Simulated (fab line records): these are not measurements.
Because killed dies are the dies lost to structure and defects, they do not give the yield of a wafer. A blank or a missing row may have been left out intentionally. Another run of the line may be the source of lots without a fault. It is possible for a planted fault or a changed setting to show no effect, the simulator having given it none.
Lot-split experiment + flow n5Finfet + 21 wafers read from 7 lots, route of 1938 steps

ON THE SPLIT
At N5_BEOL_M5_ETCH_72 (etches underlayer in N2/H2, target depth 6.5 nm, time 5.2 s), the setting biasW was moved away from the recipe's 150 W on 10 of the 21 wafers read, by -13.9% to +17.8%. The other wafers ran this setting at the recipe's value.

Reading taken at the split's own step.

THE READING
rfVppV, in V, at N5_BEOL_M5_ETCH_72 (etches underlayer in N2/H2, target depth 6.5 nm, time 5.2 s). On this fab line, fault-free wafers typically give 524 V with a standard deviation of 3 V.

| wafer  | tool, chamber at the split | biasW as run, W | against the recipe | rfVppV, V | against lot-mates on the recipe |
|--------|----------------------------|-----------------|--------------------|-----------|---------------------------------|
| L078.3 | rieDiel-03, 3              | 150             | recipe             | 524       | -                               |
| L078.4 | rieDiel-03, 1              | 129.4           | -13.7%             | 475       | -49                             |
| L078.6 | rieDiel-03, 2              | 129.4           | -13.7%             | 477       | -47                             |
| L079.1 | rieDiel-02, 1              | 150             | recipe             | 523       | -                               |
| L079.3 | rieDiel-02, 3              | 150             | recipe             | 519       | -                               |
| L079.5 | rieDiel-02, 2              | 150             | recipe             | 528       | -                               |
| L083.2 | rieDiel-02, 2              | 176.7           | +17.8%             | 584       | no lot-mate on the recipe       |
| L083.5 | rieDiel-02, 2              | 176.7           | +17.8%             | 582       | no lot-mate on the recipe       |
| L083.6 | rieDiel-02, 3              | 176.7           | +17.8%             | 574       | no lot-mate on the recipe       |
| L084.2 | rieDiel-02, 3              | 129.2           | -13.9%             | 475       | -53                             |
| L084.3 | rieDiel-02, 1              | 129.2           | -13.9%             | 476       | -52                             |
| L084.4 | rieDiel-02, 0              | 150             | recipe             | 528       | -                               |
| L085.1 | rieDiel-03, 2              | 150             | recipe             | 525       | -                               |
| L085.5 | rieDiel-03, 0              | 150             | recipe             | 525       | -                               |
| L085.6 | rieDiel-03, 3              | 150             | recipe             | 525       | -                               |
| L088.1 | rieDiel-02, 2              | 133.5           | -11.0%             | 492       | -29                             |
| L088.3 | rieDiel-02, 3              | 133.5           | -11.0%             | 482       | -39                             |
| L088.5 | rieDiel-02, 3              | 150             | recipe             | 521       | -                               |
| L087.1 | rieDiel-05, 0              | 150             | recipe             | 523       | -                               |
| L087.2 | rieDiel-05, 2              | 150             | recipe             | 530       | -                               |
| L087.3 | rieDiel-05, 3              | 139.8           | -6.8%              | 503       | -24                             |

FIT RESULTS
A straight line over all 21 wafers: rfVppV changes by +3.3 V for each +1% of biasW; r = +0.99; the points scatter about the line by 3.7 V.
The same after taking each lot's own level away (the mean of its wafers on the recipe; 18 wafers): +3.52 V for each +1%; r = +0.99; scatter 3.4 V.
Per that fit: largest biasW move, reading shift of 63 V.
The lots' own levels span 521.0 to 528.0 V, that is 2.3 times the standard deviation above.
The two slopes are in agreement: the lot-to-lot level therefore moves the slope only a little.
Check: with one of the wafers moved furthest among these (-13.9%) left out of the fit, the line predicts -47.7 V for it against its lot-mates. Against them it came out at -53 V.
Tool readings at the split's step, against how far the setting was moved: etchRfOnTimeS r = -0.84; rfVppV r = +0.99.

OTHER SPLITS APPLIED TO THESE WAFERS
Before the reading, these wafers also passed through other splits. Each is held against what the fit with the lots' levels taken away leaves over:
| other split on the same wafers            | wafers away from the commonest value | r with rfVppV (lot level and that fit taken away) |
|-------------------------------------------|--------------------------------------|---------------------------------------------------|
| N5_MOL_CONTACT_COAG_PECVD_31 tempC        | 5                                    | +0.48                                             |
| N5_MOL_CONTACT_COAG_COAT_64 spinRpm       | 6                                    | -0.01                                             |
| N5_BEOL_M0_SAQP_SPACER2_ALD_26 targetThkA | 8                                    | +0.18                                             |
| N5_BEOL_M3_COAT_76 spinRpm                | 9                                    | -0.13                                             |
| N5_BEOL_M4_COAT_73 spinRpm                | 4                                    | -0.01                                             |
| N5_BEOL_M4_DESCUM_16 timeS                | 3                                    | -0.14                                             |

THE WHOLE CHAIN: every reading that the file lists as answering this split, in the file's order
| step               | what it does                                                | reading       | change (the file's fit)              | r (the file's) |
|--------------------|-------------------------------------------------------------|---------------|--------------------------------------|----------------|
| N5_BEOL_M5_ETCH_72 | etches underlayer in N2/H2, target depth 6.5 nm, time 5.2 s | etchRfOnTimeS | withheld for each +1% of the setting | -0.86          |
| N5_BEOL_M5_ETCH_72 | etches underlayer in N2/H2, target depth 6.5 nm, time 5.2 s | rfVppV        | +3.51 V for each +1% of the setting  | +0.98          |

THE FILE'S OWN FIT
rfVppV changes by +3.51 V for each +1% of biasW, r = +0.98.
